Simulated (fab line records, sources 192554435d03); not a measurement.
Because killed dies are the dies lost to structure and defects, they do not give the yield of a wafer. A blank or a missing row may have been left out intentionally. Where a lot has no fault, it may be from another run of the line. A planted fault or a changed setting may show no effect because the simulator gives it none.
Struck lot and sound lot, side by side :: flow n5_finfet :: 14 steps out of a route of 1938
Sound: these wafers, L676.1, L676.4, L676.5. Struck: wafer L688.5 (L688.1, L688.6, from the same lot, were not struck and are left out); the cause is given at the end.
For every step that has rows: the tool of each side, followed by ch and its chambers, followed by its first start. Under that, the readings that differ: sound wafers :: struck wafers :: difference of the means :: sigmas: that difference in standard deviations of wafers without a fault.
alike: words and numbers the same on both sides, and readings whose means are apart by under 2 such deviations; not compared: readings that were withheld, readings missing a value for some wafer, numbers with overlapping values and no deviation given by the record, and bounds like >300 which may hide the same value.
A row with sigmas, a row that says differs or no value, or rows on one side alone: a step with any of these is where the two part. When numbers do not overlap yet have no deviation, they are printed without sigmas and do not part them. A reading missing from all wafers of one side parts the sides only when that side holds two or more wafers.

first, 1 step without rows for these wafers: N5_SD_EPI_P_DEVELOP_08 (develop time 30 s).
N5_SD_EPI_P_CD_MEAS_09 targets a cd of 240 nm.
  sound on cd_sem-01 ch 0, day 3 11:04; struck on cd_sem-03 ch 0, day 6 06:14
  alike: cd_nm
N5_SD_EPI_P_OVL_MEAS_10:
  sound on overlay-01 ch 0, day 3 11:05; struck on overlay-02 ch 0, day 6 06:16
  alike: SD_P_BLK_OVL
N5_SD_EPI_P_INSPECT_11: inspects for defects (macro).
  sound: defect_inspect-02 at day 3 11:07; struck: defect_inspect-02 at day 6 06:17
  alike: raw_defect_count
N5_SD_EPI_P_DESCUM_14: chemistry O2, time 7.9 s.
  sound on rie_diel-03 ch 1,2,3, day 3 11:09; struck on rie_diel-03 ch 2, day 6 06:25
  alike: drypump_motor_current_A, o2_flow_sccm, oes_product_au, rf_fwd_power_W, rf_vpp_V, showerhead_plenum_p_Torr, throttle_valve_pct
  not compared: rf_hours_counter_h
then, 1 step without rows for these wafers: N5_SD_EPI_P_ETCH_36 (etches SiARC in CF4, target depth 45.5 nm, time 75.8 s).
N5_SD_EPI_P_ETCH_37: etches SOC in N2/H2, overetch 108 nm, time 486 s.
  sound on rie_diel-03 ch 1,2,3, day 3 11:14; struck on rie_diel-03 ch 2, day 6 06:30
  alike: drypump_motor_current_A, oes_product_au, rf_fwd_power_W, rf_vpp_V, showerhead_plenum_p_Torr, throttle_valve_pct
  not compared: rf_hours_counter_h
then, 1 step without rows for these wafers: N5_SD_EPI_P_STRIP_38 (strips in N2/H2).
N5_SD_EPI_P_ETCHBACK_46: etches SiNx in CH3F/O2, stops on SiO2, target depth 17.5 nm.
  sound on rie_diel-03 ch 1,2,3, day 3 11:34; struck on rie_diel-03 ch 2, day 6 06:50
reading: rf_fwd_power_W (W)
sound: 391.1 395.7 392.6
struck: 390.3
difference: -2.8
sigmas: -2
  alike: drypump_motor_current_A, oes_o_777_au, oes_product_au, rf_vpp_V, showerhead_plenum_p_Torr, throttle_valve_pct
  not compared: rf_hours_counter_h
N5_SD_EPI_P_ETCH_47: etches SiOCN in CH3F/O2, target depth 25 nm.
  sound on rie_diel-03 ch 1,2,3, day 3 11:40; struck on rie_diel-03 ch 2, day 6 06:56
reading: rf_fwd_power_W (W)
sound: 407.8 410.0 410.3
struck: 404.5
difference: -4.9
sigmas: -3
  alike: drypump_motor_current_A, oes_o_777_au, oes_product_au, rf_vpp_V, showerhead_plenum_p_Torr, throttle_valve_pct
  not compared: rf_hours_counter_h
N5_SD_EPI_P_ETCH_16: etches SiO2 in CHF3/O2, target depth 5 nm.
  sound on rie_diel-03 ch 1,2,3, day 3 11:46; struck on rie_diel-03 ch 2, day 6 07:02
  alike: drypump_motor_current_A, oes_o_777_au, oes_product_au, rf_fwd_power_W, rf_vpp_V, showerhead_plenum_p_Torr, throttle_valve_pct
  not compared: rf_hours_counter_h
then, 1 step without rows for these wafers: N5_SD_EPI_P_STRIP_50 (strips in CHF3/O2).
N5_SD_EPI_P_SD_RECESS_17: chemistry HBr/Cl2/O2, target depth 39.1 nm, bt time 3 s.
  sound on rie_si-05 ch 0,3, day 3 11:50; struck on rie_si-01 ch 0, day 6 07:06
reading: model.etch.depth_nm (nm)
sound: 39.47 40.07 39.84
struck: 34.98
difference: -4.81
sigmas: 

reading: model.SD_EPI_P.feature_depth_nm (nm)
sound: 39.4 40 39.8
struck: 35
difference: -5
sigmas: 
  alike: drypump_motor_current_A, oes_o_777_au, oes_product_au, rf_fwd_power_W, throttle_valve_pct
  not compared: rf_hours_counter_h
then, 1 step without rows for these wafers: N5_SD_EPI_P_WET_ETCH_45 (etches SiO2 in dHF, time 10.7 s, target depth 2 nm, rinse time 30 s).

WHERE THEY PART
Last at N5_SD_EPI_P_ETCH_47 as far as this record goes, first at N5_SD_EPI_P_ETCHBACK_46. Later steps at which nothing parts them and some readings are alike: N5_SD_EPI_P_ETCH_16, N5_SD_EPI_P_SD_RECESS_17.

WHY: what the simulator had put in
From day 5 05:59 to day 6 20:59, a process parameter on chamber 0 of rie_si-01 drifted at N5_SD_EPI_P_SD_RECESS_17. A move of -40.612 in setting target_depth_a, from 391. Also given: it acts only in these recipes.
